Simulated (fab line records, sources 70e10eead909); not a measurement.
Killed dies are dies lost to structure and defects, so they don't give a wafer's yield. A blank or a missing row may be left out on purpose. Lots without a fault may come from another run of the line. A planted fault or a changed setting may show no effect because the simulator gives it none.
Chamber matching | flow nand_harc | NHARC_P_M1_ETCH_35 on rie_diel-11: 4 sister chambers
The step etches the open film in N2/H2, target depth 40 nm, overetch 12 nm, time 43.94 s. 14 wafers are shown with their chamber, then 7 later ones without.

WAFERS WITH THEIR CHAMBER
wafer  | chamber | showerhead_plenum_p_Torr (Torr) | drypump_motor_current_A (A) | rf_vpp_V (V)
L938.2 | 2       | 1.92                            | 6.1                         | 425.6
L938.3 | 0       | 2.19                            | 5.8                         | 435.8
L938.6 | 1       | 2.09                            | 5.5                         | 433.5
L939.2 | 0       | 2.19                            | 5.8                         | 434.4
L939.5 | 2       | 1.92                            | 6.1                         | 426.2
L939.6 | 3       | 1.99                            | 5.9                         | 429.8
L940.1 | 2       | 1.92                            | 6.1                         | 427.7
L940.3 | 0       | 2.19                            | 5.8                         | 433.8
L940.5 | 1       | 2.09                            | 5.5                         | 432.1
L945.2 | 2       | 1.92                            | 6.1                         | 426.4
L945.3 | 3       | 1.99                            | 6.0                         | 429.3
L945.5 | 0       | 2.19                            | 5.8                         | 434.6
L951.2 | 1       | 2.09                            | 5.5                         | 432.0
L951.5 | 0       | 2.18                            | 5.8                         | 434.8

SIGNATURES (means of the wafers above)
reading                  | chamber 0 | chamber 1 | chamber 2 | chamber 3 | scatter within a chamber
showerhead_plenum_p_Torr | 2.1880    | 2.0900    | 1.9200    | 1.9900    | 0.00283
drypump_motor_current_A  | 5.800     | 5.500     | 6.100     | 5.950     | 0.0224
rf_vpp_V                 | 434.680   | 432.533   | 426.475   | 429.550   | 0.775
Rule: a wafer's distance from a chamber is the root of the sum, over the readings, of the square of ((its reading less the chamber's mean) divided by the reading's scatter). The wafer belongs to the nearest chamber; if the next one is less than 2 further off, it can't be placed. The scatter: the root of (the sum of the squares of (reading less its chamber's mean) over the shown wafers, divided by (wafers less chambers)).

WAFERS WITHOUT THEIR CHAMBER
wafer  | showerhead_plenum_p_Torr (Torr) | drypump_motor_current_A (A) | rf_vpp_V (V)
L951.6 | 2.09                            | 5.5                         | 431.7
L952.1 | 2.18                            | 5.8                         | 434.4
L952.2 | 1.92                            | 6.1                         | 425.6
L952.3 | 1.99                            | 6.0                         | 429.7
L960.3 | 2.18                            | 5.8                         | 434.4
L960.4 | 1.92                            | 6.1                         | 425.7
L960.5 | 1.92                            | 6.1                         | 425.7

WHICH CHAMBER EACH WENT THROUGH
wafer  | from the rows above | in truth
L951.6 | 1                   | 1
L952.1 | 0                   | 0
L952.2 | 2                   | 2
L952.3 | 3                   | 3
L960.3 | 0                   | 0
L960.4 | 2                   | 2
L960.5 | 2                   | 2
Placed correctly: 7 of 7. Can't be placed from these rows: 0. Placed wrongly: 0.
